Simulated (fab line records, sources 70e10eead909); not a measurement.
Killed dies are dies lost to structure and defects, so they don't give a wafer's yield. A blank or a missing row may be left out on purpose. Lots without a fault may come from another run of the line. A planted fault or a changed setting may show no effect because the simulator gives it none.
Chamber matching | flow nand_harc | NHARC_A_ZERO_WELL_DESCUM_12 on rie_diel-04: 4 sister chambers
The step chemistry O2, time 3 s. 14 wafers are shown with their chamber, then 7 later ones without.

WAFERS WITH THEIR CHAMBER
wafer  | chamber | showerhead_plenum_p_Torr (Torr) | drypump_motor_current_A (A) | rf_vpp_V (V)
L076.2 | 3       | 1.98                            | 5.78                        | 58.2
L076.3 | 2       | 1.82                            | 6.21                        | 56.7
L076.4 | 0       | 1.86                            | 5.85                        | 57.2
L077.4 | 2       | 1.81                            | 6.21                        | 57.0
L077.5 | 3       | 1.98                            | 5.77                        | 57.5
L077.6 | 0       | 1.86                            | 5.80                        | 58.8
L080.2 | 3       | 1.98                            | 5.77                        | 57.6
L080.4 | 0       | 1.86                            | 5.80                        | 58.2
L080.6 | 0       | 1.86                            | 5.81                        | 58.0
L083.2 | 1       | 1.95                            | 5.67                        | 57.7
L083.4 | 3       | 1.98                            | 5.77                        | 57.8
L083.5 | 0       | 1.86                            | 5.81                        | 57.5
L084.2 | 0       | 1.86                            | 5.85                        | 58.6
L084.4 | 2       | 1.81                            | 6.21                        | 56.7

SIGNATURES (means of the wafers above)
reading                  | chamber 0 | chamber 1 | chamber 2 | chamber 3 | scatter within a chamber
showerhead_plenum_p_Torr | 1.8600    | 1.9500    | 1.8133    | 1.9800    | 0.00258
drypump_motor_current_A  | 5.8200    | 5.6700    | 6.2100    | 5.7725    | 0.017
rf_vpp_V                 | 58.050    | 57.700    | 56.800    | 57.775    | 0.476
Rule: a wafer's distance from a chamber is the root of the sum, over the readings, of the square of ((its reading less the chamber's mean) divided by the reading's scatter). The wafer belongs to the nearest chamber; if the next one is less than 2 further off, it can't be placed. The scatter: the root of (the sum of the squares of (reading less its chamber's mean) over the shown wafers, divided by (wafers less chambers)).

WAFERS WITHOUT THEIR CHAMBER
wafer  | showerhead_plenum_p_Torr (Torr) | drypump_motor_current_A (A) | rf_vpp_V (V)
L084.6 | 1.98                            | 5.76                        | 57.8
L085.2 | 1.86                            | 5.80                        | 57.0
L085.3 | 1.98                            | 5.78                        | 59.2
L085.4 | 1.98                            | 5.79                        | 57.1
L097.1 | 1.97                            | 5.75                        | 58.4
L097.2 | 1.81                            | 6.21                        | 56.9
L097.5 | 1.81                            | 6.21                        | 56.3

WHICH CHAMBER EACH WENT THROUGH
wafer  | from the rows above | in truth
L084.6 | 3                   | 3
L085.2 | 0                   | 0
L085.3 | 3                   | 3
L085.4 | 3                   | 3
L097.1 | 3                   | 3
L097.2 | 2                   | 2
L097.5 | 2                   | 2
Placed correctly: 7 of 7. Can't be placed from these rows: 0. Placed wrongly: 0.
